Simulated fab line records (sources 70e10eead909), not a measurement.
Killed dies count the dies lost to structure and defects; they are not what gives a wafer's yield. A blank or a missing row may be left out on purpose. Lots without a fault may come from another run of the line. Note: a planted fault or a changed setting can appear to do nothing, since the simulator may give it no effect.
Chamber matching + flow nand-harc + 4 sister chambers for NHARC_P_CONTACT_ETCH_35 on rie-diel-08
The step etches the open film in CF4, target depth 39 nm, time 65 s. 16 wafers are shown with their chamber, then 8 later ones without.

WAFERS, EACH WITH ITS CHAMBER
| wafer  | chamber | rf-vpp-V (V) | oes-product-au (a.u.) | throttle-valve-pct (%) |
|--------|---------|--------------|-----------------------|------------------------|
| L076.2 | 2       | 151.8        | 0.992                 | 13.282                 |
| L076.5 | 3       | 149.6        | 0.997                 | 13.288                 |
| L076.6 | 2       | 151.8        | 0.984                 | 13.309                 |
| L079.1 | 2       | 152.9        | 0.992                 | 13.302                 |
| L079.5 | 2       | 152.2        | 0.999                 | 13.299                 |
| L079.6 | 1       | 153.9        | 1.017                 | 13.276                 |
| L080.2 | 0       | 149.4        | 1.003                 | 13.307                 |
| L080.3 | 1       | 152.7        | 0.999                 | 13.279                 |
| L080.5 | 0       | 149.6        | 1.009                 | 13.280                 |
| L084.1 | 0       | 149.4        | 1.024                 | 13.295                 |
| L084.2 | 1       | 151.1        | 1.008                 | 13.269                 |
| L084.6 | 1       | 151.3        | 1.003                 | 13.282                 |
| L088.2 | 0       | 150.3        | 1.003                 | 13.287                 |
| L088.3 | 3       | 150.6        | 1.012                 | 13.272                 |
| L088.5 | 0       | 150.0        | 1.006                 | 13.283                 |
| L090.2 | 2       | 153.3        | 0.994                 | 13.281                 |

SIGNATURES, as means of the wafers listed above
| reading            | chamber 0 | chamber 1 | chamber 2 | chamber 3 | scatter within a chamber |
|--------------------|-----------|-----------|-----------|-----------|--------------------------|
| rf-vpp-V           | 149.740   | 152.250   | 152.400   | 150.100   | 0.822                    |
| oes-product-au     | 1.00900   | 1.00675   | 0.99220   | 1.00450   | 0.00772                  |
| throttle-valve-pct | 13.29040  | 13.27650  | 13.29460  | 13.28000  | 0.0105                   |
Rule: distance of a wafer from a chamber = root of the sum over the readings of ((wafer's reading minus chamber's mean) / reading's scatter) squared. The wafer belongs to the nearest chamber; if the next one is less than 2 further off, it can't be placed. How the scatter is found: for the shown wafers, subtract from each reading the mean of its chamber, square and add these, divide the total by (wafers less chambers), then take the root.

WAFERS WHOSE CHAMBER IS MISSING
| wafer  | rf-vpp-V (V) | oes-product-au (a.u.) | throttle-valve-pct (%) |
|--------|--------------|-----------------------|------------------------|
| L090.5 | 151.1        | 0.996                 | 13.272                 |
| L090.6 | 151.4        | 1.009                 | 13.285                 |
| L092.1 | 152.7        | 1.006                 | 13.286                 |
| L092.2 | 153.1        | 0.992                 | 13.280                 |
| L092.4 | 150.5        | 1.002                 | 13.274                 |
| L094.1 | 151.0        | 1.003                 | 13.287                 |
| L094.4 | 151.0        | 1.016                 | 13.269                 |
| L094.5 | 148.4        | 1.023                 | 13.285                 |

WHICH CHAMBER EACH ONE RAN IN
| wafer  | from the rows above               | in truth |
|--------|-----------------------------------|----------|
| L090.5 | can't be placed: 3 or 1 or 2 or 0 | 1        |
| L090.6 | can't be placed: 1 or 3 or 0 or 2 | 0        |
| L092.1 | can't be placed: 1 or 2           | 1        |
| L092.2 | can't be placed: 2 or 1           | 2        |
| L092.4 | can't be placed: 3 or 0 or 1      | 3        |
| L094.1 | can't be placed: 3 or 0 or 1 or 2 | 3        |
| L094.4 | can't be placed: 1 or 3 or 0      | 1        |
| L094.5 | can't be placed: 0 or 3           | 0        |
Correct placement for 0 of the 8. Can't be placed from these rows: 8 (the true chamber is among the candidates in 8). Wrongly placed: 0.
